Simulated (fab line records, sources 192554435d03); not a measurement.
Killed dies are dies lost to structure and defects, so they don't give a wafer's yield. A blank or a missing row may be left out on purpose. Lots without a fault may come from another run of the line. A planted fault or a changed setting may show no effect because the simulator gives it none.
Split-lot experiment | flow n5_finfet | 7 lots, 21 wafers read, on a route of 1938 steps

THE SPLIT
At N5_BEOL_M12_SPUTTER_44 (material Ta, target thk 10 nm, time 16.13 s), the setting time_s was moved away from the recipe's 16.13 s on 3 of the 21 wafers read, by -13.8% to +8.9%. The other wafers ran this setting at the recipe's value.

The reading is taken at the split's own step.

THE READING
Ta_of_BEOL_M12_SPUTTER_44.thk_nm (the simulator's own value, which no gauge read), in nm, at N5_BEOL_M12_SPUTTER_44 (material Ta, target thk 10 nm, time 16.13 s). The file gives no usual value for it. The 18 wafers here that ran the recipe average 10.0 nm, standard deviation 0.075 nm.

wafer  | tool, chamber at the split | time_s as run, s | against the recipe | Ta_of_BEOL_M12_SPUTTER_44.thk_nm, nm | against lot-mates on the recipe
L078.1 | pvd_sputter-03, -          | 16.13            | recipe             | 10                                   | -
L078.4 | pvd_sputter-03, -          | 13.91            | -13.8%             | 9                                    | -1.0
L078.5 | pvd_sputter-03, -          | 13.91            | -13.8%             | 8.6                                  | -1.4
L081.4 | pvd_sputter-01, -          | 16.13            | recipe             | 10                                   | -
L081.5 | pvd_sputter-01, -          | 16.13            | recipe             | 10                                   | -
L081.6 | pvd_sputter-01, -          | 16.13            | recipe             | 10                                   | -
L082.1 | pvd_sputter-03, -          | 16.13            | recipe             | 10                                   | -
L082.2 | pvd_sputter-03, -          | 16.13            | recipe             | 10                                   | -
L082.6 | pvd_sputter-03, -          | 16.13            | recipe             | 9.8                                  | -
L085.2 | pvd_sputter-02, -          | 16.13            | recipe             | 10                                   | -
L085.5 | pvd_sputter-02, -          | 16.13            | recipe             | 10                                   | -
L085.6 | pvd_sputter-02, -          | 16.13            | recipe             | 10                                   | -
L090.1 | pvd_sputter-02, -          | 16.13            | recipe             | 10                                   | -
L090.3 | pvd_sputter-02, -          | 16.13            | recipe             | 10                                   | -
L090.5 | pvd_sputter-02, -          | 16.13            | recipe             | 9.8                                  | -
L091.3 | pvd_sputter-02, -          | 17.57            | +8.9%              | 11                                   | +1.0
L091.4 | pvd_sputter-02, -          | 16.13            | recipe             | 10                                   | -
L091.6 | pvd_sputter-02, -          | 16.13            | recipe             | 10                                   | -
L094.1 | pvd_sputter-01, -          | 16.13            | recipe             | 10                                   | -
L094.2 | pvd_sputter-01, -          | 16.13            | recipe             | 10                                   | -
L094.4 | pvd_sputter-01, -          | 16.13            | recipe             | 9.8                                  | -

THE FIT
A straight line over all 21 wafers: Ta_of_BEOL_M12_SPUTTER_44.thk_nm changes by +0.0909 nm for each +1% of time_s; r = +0.97; the points scatter about the line by 0.11 nm.
The same after taking each lot's own level away (the mean of its wafers on the recipe; 21 wafers): +0.0921 nm for each +1%; r = +0.97; scatter 0.1 nm.
On that fit, the largest move of time_s shifts the reading by 1.3 nm.
The lots' own levels span 9.93 to 10.00 nm, that is 0.9 times the standard deviation above.
So the lot-to-lot level changes the slope little: the two slopes agree.
Check: with one of the wafers moved furthest among these (-13.8%) left out of the fit, the line predicts -1.44 nm for it against its lot-mates. It came out at -1 nm against them.

OTHER SPLITS ON THESE WAFERS
These wafers also went through other splits before the reading. Each is held against what the fit with the lots' levels taken away leaves over:
other split on the same wafers    | wafers away from the commonest value | r with Ta_of_BEOL_M12_SPUTTER_44.thk_nm (lot level and that fit taken away)
N5_BEOL_M11_COAT_05 spin_rpm      | 5                                    | +0.01
N5_BEOL_M12_COAT_58 spin_rpm      | 9                                    | -0.07
N5_BEOL_M12_COAT_04 spin_rpm      | 9                                    | -0.01
N5_BEOL_M12_TRENCH_ETCH_34 time_s | 8                                    | -0.19

THE FILE'S OWN FIT
Ta_of_BEOL_M12_SPUTTER_44.thk_nm changes by +0.0945 nm for each +1% of time_s, r = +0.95.
